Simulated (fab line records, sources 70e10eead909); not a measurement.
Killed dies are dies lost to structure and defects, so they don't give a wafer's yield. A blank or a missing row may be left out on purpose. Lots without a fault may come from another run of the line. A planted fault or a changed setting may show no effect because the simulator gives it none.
fab line records | flow nand_harc
record lots=14 wafers=42 last_day=34
route steps=1302 shown A_CONTACT@1004
lots that met no fault: from a run of the same line without faults
start_h: hours from the record's first day to the start of the lot's first wafer shown | wait_h: hours since the lot's step before | " the same as in the row above | L1.1+2: a row that stands for several wafers | - no value, or no start given | * or withheld: withheld | < > ~ a bound
route shown NAME@n: a module of which the file shows steps, and the number in the route of the first | usual: mean/standard deviation of fault-free wafers | same: alike in all rows | chamber/n: place in a boat | sites: the reading at each site | _std_site: their standard deviation | _edge_site: outer sites' mean less inner sites' | radius_mm: how far each site lies from the wafer's centre | mask NAME#n: copy n | behind: the tool/chamber that last shaped the wafer | hold: why the lot was held/for how many hours/how that ended | device: the transistor (n, p or np) that didn't switch | end of line: the same wafers' tests at the end of the route | a step without rows: its recipe alone | killed: dies lost to structure and defects at the first sort, not the wafer's yield | map: a wafer's dies, x killed, . not, _ none there
set.NAME: the setting as run; set.NAME@STEP: as run at that earlier step | model.NAME: the simulator's own value behind a step, which no gauge read
steps of the route over a sample of lots; a table a step, a row a wafer
services: from which hour (start_h, from the record's first day; less than 0 if before it) a tool's chamber was out of use, for how many hours, and why
## steps
# step NHARC_A_CONTACT_ETCH_51
# recipe target_depth_a=70000 over_etch_frac=0.3 time_s=1820 ion_energy_ev=150 o2_flow_sccm=400 cos_flow_sccm=20 ar_flow_sccm=0 rf_w=500 bias_w=300 chemistry=O2/COS
# usual bias_w=300.0/0.94 chamber_pressure_mTorr=19.997/0.017 drypump_motor_current_A=5.6/0.33 oes_product_au=0.997/0.0097 rf_vpp_V=314.0/2 showerhead_plenum_p_Torr=3.11/0.12 throttle_valve_pct=28.331/0.0085
# columns lot.wafer tool chamber start_h wait_h bias_w chamber_pressure_mTorr drypump_motor_current_A oes_product_au rf_hours_counter_h rf_vpp_V showerhead_plenum_p_Torr throttle_valve_pct
L708.4 rie_diel-06 2 - - 300.8 19.949 5.6 0.998 0 316.4 3.29 28.322
L708.1 " 3 " " 300.5 19.989 5.6 1.002 0 312.1 2.96 28.341
L708.3 " 1 " " 298.8 20.003 5.4 0.999 1 313.1 3.07 28.325
L707.1 rie_diel-06 0 - - 299.5 20.017 5.9 1.004 2 313.6 3.17 28.323
L707.2 " 2 " " 299.0 19.995 5.6 1.005 2 318.2 3.29 28.319
L707.5 " 2 " " 300.0 19.979 5.6 1.000 - 316.3 3.29 28.327
L711.4 rie_diel-01 2 - - 299.7 20.002 5.7 1.002 53 313.6 3.01 28.336
L711.3 " 0 " " 302.3 19.979 6.2 0.999 47 312.3 2.98 28.330
L711.6 " 2 " " 300.5 19.982 5.7 1.004 - 313.8 3.01 28.316
L712.2 rie_diel-06 0 - - 301.5 20.003 5.9 0.988 9 314.0 3.16 28.333
L712.1 " 2 " " 300.8 19.986 5.6 1.001 10 317.6 3.29 28.321
L712.6 " 0 " " 301.2 20.006 5.9 0.992 - 314.2 3.16 28.337
L714.4 rie_diel-01 3 - - 297.8 19.987 5.1 0.981 64 315.1 3.17 28.346
L714.1 " 2 " " 299.5 19.996 5.7 0.998 64 312.9 3.00 28.324
L714.6 " 0 " " 299.7 20.002 6.1 1.004 - 310.4 2.97 28.330
L715.4 rie_diel-06 3 - - 301.0 20.015 5.6 0.989 7 310.3 2.96 28.324
L715.1 " 0 " " 299.2 19.979 5.9 0.998 14 315.0 3.16 28.335
L715.2 " 1 " " 300.0 19.996 5.4 0.995 14 312.8 3.07 28.336
L716.4 rie_diel-13 3 - - 300.8 19.996 5.2 1.012 22 315.0 3.22 28.324
L716.2 " 1 " " 300.3 20.004 6.1 1.001 25 317.0 3.28 28.311
L716.5 " 3 " " 301.2 20.006 5.1 1.016 - 315.6 3.22 28.333
L717.2 rie_diel-13 2 - - 298.0 19.994 5.5 1.001 26 316.5 3.27 28.335
L717.4 " 3 " " 301.5 19.984 5.2 1.013 23 316.3 3.22 28.325
L717.3 " 0 " " 300.7 20.009 6.3 1.000 23 312.2 2.90 28.332
L721.3 rie_diel-06 1 - - 299.4 19.998 5.4 0.993 21 313.9 3.06 28.334
L721.4 " 2 " " 298.8 19.995 5.6 1.001 21 316.2 3.28 28.322
L721.1 " 3 " " 299.8 20.015 5.7 1.008 15 312.1 2.95 28.320
L725.1 rie_diel-06 2 - - 299.8 19.990 5.5 1.019 1 316.8 3.28 28.337
L725.6 " 0 " " 299.3 19.999 5.9 1.009 - 313.9 3.15 28.327
L725.5 " 1 " " 299.2 20.018 5.4 1.002 - 313.5 3.06 28.323
L726.2 rie_diel-13 1 - - 299.6 20.036 6.1 1.009 49 314.7 3.26 28.332
L726.3 " 0 " " 300.7 20.013 6.3 1.009 47 310.9 2.89 28.345
L726.6 " 2 " " 299.1 20.024 5.5 0.990 - 316.4 3.26 28.329
L729.1 rie_diel-01 1 - - 299.9 19.980 5.7 0.984 46 314.7 3.11 28.318
L729.3 " 2 " " 299.5 19.991 5.7 0.990 42 312.5 2.98 28.328
L729.6 " 3 " " 302.3 19.979 5.2 0.988 - 315.1 3.15 28.326
L728.2 rie_diel-06 0 - - 301.3 19.973 5.9 0.997 5 313.8 3.15 28.329
L728.3 " 1 " " 299.0 19.986 5.4 0.989 6 312.9 3.06 28.338
L728.6 " 0 " " 299.4 19.989 5.9 1.010 - 315.9 3.15 28.331
L730.2 rie_diel-01 1 - - 298.6 19.938 5.7 0.994 57 314.8 3.11 28.320
L730.5 " 2 " " 300.4 19.992 5.7 0.996 - 311.9 2.98 28.322
L730.6 " 3 " " 299.7 20.011 5.1 0.986 - 316.0 3.14 28.348
# step NHARC_A_CONTACT_ETCH_111
# recipe source_w=withheld pressure_mtorr=20 bias_v=withheld time_s=140 target_depth_a=7000 ar_flow_sccm=withheld c4f8_flow_sccm=withheld o2_flow_sccm=withheld chemistry=C4F8/O2/Ar
# usual chamber_pressure_mTorr=20.003/0.018 oes_air_line_au=0.999/0.02
# columns lot.wafer tool chamber start_h wait_h chamber_pressure_mTorr oes_air_line_au rf_hours_counter_h
L708.1 har_cap_etch-02 0 495.97 - 19.950 0.992 82
L708.4 " 0 " " 20.030 1.017 -
L708.3 " 1 " " 20.004 0.963 -
L707.1 har_cap_etch-03 1 500.46 - 19.984 0.973 44
L707.2 " 0 " " 20.032 1.027 44
L707.5 " 1 " " 20.009 0.952 -
L711.4 har_cap_etch-03 0 524.35 - 19.984 0.980 -
L711.3 " 1 " " 19.989 1.005 -
L711.6 " 0 " " 19.979 0.993 -
L712.1 har_cap_etch-02 1 542.51 - 19.983 1.024 93
L712.2 " 0 " " 20.003 1.006 93
L712.6 " 0 " " 19.994 1.021 -
L714.1 har_cap_etch-02 1 556.07 - 19.991 1.009 95
L714.4 " 1 " " 20.007 0.984 -
L714.6 " 1 " " 19.998 0.963 -
L715.1 har_cap_etch-03 0 581.09 - 20.021 1.011 59
L715.2 " 1 " " 20.032 1.000 59
L715.4 " 0 " " 19.977 1.022 -
L716.2 har_cap_etch-01 1 593.24 - 20.008 0.979 10
L716.4 " 1 " " 19.992 1.016 -
L716.5 " 0 " " 19.983 1.014 -
L717.2 har_cap_etch-03 1 595.43 - 20.017 1.013 62
L717.4 " 0 " " 20.011 0.993 -
L717.3 " 1 " " 19.990 0.992 -
L721.1 har_cap_etch-01 1 625.02 - 19.996 0.972 17
L721.3 " 0 " " 19.999 0.998 -
L721.4 " 1 " " 20.001 0.997 -
L725.1 har_cap_etch-03 0 679.87 - - - -
L725.6 " 0 " " - - -
L725.5 " 1 " " - - -
L726.2 har_cap_etch-01 0 687.22 - - - -
L726.3 " 0 " " - - -
L726.6 " 0 " " - - -
L729.1 har_cap_etch-03 0 700.10 - 20.011 0.998 82
L729.3 " 0 " " 19.997 1.018 -
L729.6 " 0 " " 19.978 0.987 -
L728.2 har_cap_etch-01 0 700.85 - 19.985 0.973 32
L728.3 " 1 " " 20.000 1.025 -
L728.6 " 0 " " 19.981 0.993 -
L730.2 har_cap_etch-01 1 731.80 - 20.033 1.009 36
L730.6 " 0 " " 20.010 0.995 -
L730.5 " 1 " " 20.007 1.004 -
# step NHARC_A_CONTACT_ETCH_119
# recipe source_w=withheld pressure_mtorr=20 bias_v=3000 time_s=190 target_depth_a=18500 ar_flow_sccm=withheld c4f8_flow_sccm=withheld o2_flow_sccm=withheld chemistry=C4F8/O2/Ar
# usual chamber_pressure_mTorr=20.001/0.018 oes_air_line_au=0.998/0.02
# columns lot.wafer tool chamber start_h wait_h chamber_pressure_mTorr oes_air_line_au rf_hours_counter_h
L708.1 har_cap_etch-02 0 497.36 0.1 19.996 0.988 83
L708.4 " 0 " " 19.993 1.037 -
L708.3 " 1 " " 20.014 0.995 -
L707.1 har_cap_etch-03 1 501.85 0.1 20.020 1.050 45
L707.2 " 0 " " 19.971 1.004 45
L707.5 " 1 " " 19.966 1.014 -
L711.4 har_cap_etch-03 0 525.74 0.1 19.985 0.990 -
L711.3 " 1 " " 20.016 1.030 -
L711.6 " 0 " " 19.989 0.984 -
L712.1 har_cap_etch-02 1 543.91 0.1 19.999 0.976 94
L712.2 " 0 " " 19.983 1.027 94
L712.6 " 0 " " 20.004 0.970 -
L714.1 har_cap_etch-02 1 557.46 0.1 19.984 0.979 96
L714.4 " 1 " " 20.009 0.992 -
L714.6 " 1 " " 20.011 0.972 -
L715.1 har_cap_etch-03 0 582.49 0.1 19.996 0.997 61
L715.2 " 1 " " 20.027 0.985 61
L715.4 " 0 " " 20.009 1.019 -
L716.2 har_cap_etch-01 1 594.64 0.1 19.971 0.999 11
L716.4 " 1 " " 20.001 0.985 -
L716.5 " 0 " " 20.017 1.014 -
L717.2 har_cap_etch-03 1 597.28 0.2 19.995 1.048 63
L717.4 " 0 " " 20.003 1.024 -
L717.3 " 1 " " 20.026 1.030 -
L721.1 har_cap_etch-01 1 626.42 0.1 19.997 0.978 18
L721.3 " 0 " " 19.978 0.989 -
L721.4 " 1 " " 20.011 0.945 -
L725.1 har_cap_etch-03 0 681.28 0.1 19.992 1.007 79
L725.6 " 0 " " 20.007 1.005 -
L725.5 " 1 " " 20.003 0.995 -
L726.2 har_cap_etch-01 0 688.62 0.1 20.008 0.981 29
L726.3 " 0 " " 19.985 0.995 -
L726.6 " 0 " " 20.024 0.999 -
L729.1 har_cap_etch-03 0 701.49 0.1 19.994 1.004 83
L729.3 " 0 " " 20.009 1.017 -
L729.6 " 0 " " 20.007 1.014 -
L728.2 har_cap_etch-01 0 702.24 0.1 20.013 1.002 33
L728.3 " 1 " " 19.978 0.979 -
L728.6 " 0 " " 19.998 1.010 -
L730.2 har_cap_etch-01 1 733.18 0.1 19.997 0.999 37
L730.6 " 0 " " 20.004 0.942 -
L730.5 " 1 " " 19.968 0.972 -
# step NHARC_A_CONTACT_ETCH_120
# recipe source_w=withheld pressure_mtorr=20 bias_v=3000 time_s=190 target_depth_a=18500 ar_flow_sccm=withheld c4f8_flow_sccm=withheld o2_flow_sccm=withheld chemistry=C4F8/O2/Ar
# usual chamber_pressure_mTorr=20.000/0.016 oes_air_line_au=1.003/0.02
# columns lot.wafer tool chamber start_h wait_h chamber_pressure_mTorr oes_air_line_au rf_hours_counter_h
L708.1 har_cap_etch-02 0 497.53 0.1 19.984 1.012 83
L708.4 " 0 " " 19.980 1.002 -
L708.3 " 1 " " 20.011 0.997 -
L707.1 har_cap_etch-03 1 502.03 0.1 20.027 0.991 45
L707.2 " 0 " " 20.004 1.050 45
L707.5 " 1 " " 20.014 0.993 -
L711.4 har_cap_etch-03 0 525.91 0.1 20.002 1.001 -
L711.3 " 1 " " 20.000 1.016 -
L711.6 " 0 " " 19.997 1.018 -
L712.1 har_cap_etch-02 1 544.08 0.1 19.987 1.009 94
L712.2 " 0 " " 20.026 1.010 94
L712.6 " 0 " " 19.996 1.021 -
L714.1 har_cap_etch-02 1 557.63 0.1 20.011 1.023 96
L714.4 " 1 " " 20.029 1.027 -
L714.6 " 1 " " 19.982 1.023 -
L715.1 har_cap_etch-03 0 582.66 0.1 20.003 0.994 61
L715.2 " 1 " " 19.986 1.005 61
L715.4 " 0 " " 20.007 1.013 -
L716.2 har_cap_etch-01 1 594.81 0.1 20.008 1.008 11
L716.4 " 1 " " 20.007 0.986 -
L716.5 " 0 " " 20.029 0.997 -
L717.2 har_cap_etch-03 1 597.51 0.2 19.988 0.987 63
L717.4 " 0 " " 20.002 1.024 -
L717.3 " 1 " " 20.025 1.019 -
L721.1 har_cap_etch-01 1 626.59 0.1 19.974 1.025 19
L721.3 " 0 " " 19.992 1.010 -
L721.4 " 1 " " 19.994 1.009 -
L725.1 har_cap_etch-03 0 681.45 0.1 19.992 0.999 79
L725.6 " 0 " " 19.985 0.967 -
L725.5 " 1 " " 20.011 1.040 -
L726.2 har_cap_etch-01 0 688.79 0.1 20.008 1.010 29
L726.3 " 0 " " 19.982 1.022 -
L726.6 " 0 " " 20.011 1.002 -
L729.1 har_cap_etch-03 0 701.67 0.1 19.978 1.027 83
L729.3 " 0 " " 19.989 1.010 -
L729.6 " 0 " " 19.976 1.014 -
L728.2 har_cap_etch-01 0 702.40 0.1 19.995 0.970 33
L728.3 " 1 " " 19.989 0.950 -
L728.6 " 0 " " 19.998 1.007 -
L730.2 har_cap_etch-01 1 733.35 0.1 19.987 0.983 37
L730.6 " 0 " " 20.009 0.991 -
L730.5 " 1 " " 20.002 0.987 -
## services
# columns tool chamber start_h hours kind
rie_diel-06 - 484.20 9.0 pm
rie_diel-06 0 484.20 9.0 vent_cycle
rie_diel-06 1 484.20 9.0 vent_cycle
rie_diel-06 2 484.20 9.0 vent_cycle
har_cap_etch-03 - 486.02 0.5 repair
rie_diel-13 1 492.24 6.6 repair
rie_diel-13 0 495.00 16.7 repair
har_cap_etch-01 - 497.00 17.0 pm
har_cap_etch-01 0 497.00 17.0 vent_cycle
har_cap_etch-01 1 497.00 17.0 vent_cycle
rie_diel-06 3 498.17 35.2 repair
har_cap_etch-01 0 514.00 - clean
har_cap_etch-01 1 514.00 - clean
rie_diel-13 - 519.06 9.0 pm
rie_diel-06 - 548.65 3.7 repair
rie_diel-01 - 557.90 9.0 pm
rie_diel-01 - 602.36 3.7 repair
rie_diel-13 0 622.90 4.5 repair
rie_diel-06 - 661.20 9.0 pm
rie_diel-01 1 684.60 2.9 repair
rie_diel-13 3 696.02 6.8 repair
rie_diel-13 - 696.06 9.0 pm
rie_diel-06 0 711.70 2.8 repair
rie_diel-13 3 717.71 16.0 repair
## key
first_sign step=NHARC_A_CONTACT_ETCH_111 reading=tool_record direction=missing
effect none on later readings
met_at NHARC_A_CONTACT_ETCH_111
struck_lots L725,L726
later_rows_left_out L725.1,L725.5,L725.6,L726.2,L726.3,L726.6
sort_left_out L725.1,L725.5,L725.6,L726.2,L726.3,L726.6
tester_left_out L725,L726
not_acting_at NHARC_A_CONTACT_ETCH_51,NHARC_A_CONTACT_ETCH_119,NHARC_A_CONTACT_ETCH_120
onset_between 625.02 679.87
fault kind=skipped_step_whole tool=har_cap_etch-01,har_cap_etch-03 chamber=- onset_h=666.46 steps=NHARC_A_CONTACT_ETCH_111 scope=struck_lots_only
# tester_left_out: of these lots the tester's yield and bins aren't shown, on N5 and GAA mostly nor the transistor test; their killed dies are dies lost to structure and defects alone, not to doping, threshold or leakage, so they don't give the yield
# sort_left_out: the simulated sort isn't trusted on such a fault, so these wafers' sort isn't shown, and their yield isn't known
# later_rows_left_out: the simulator's readings of these wafers behind a module that went badly wrong aren't trusted and aren't shown, but for the sort
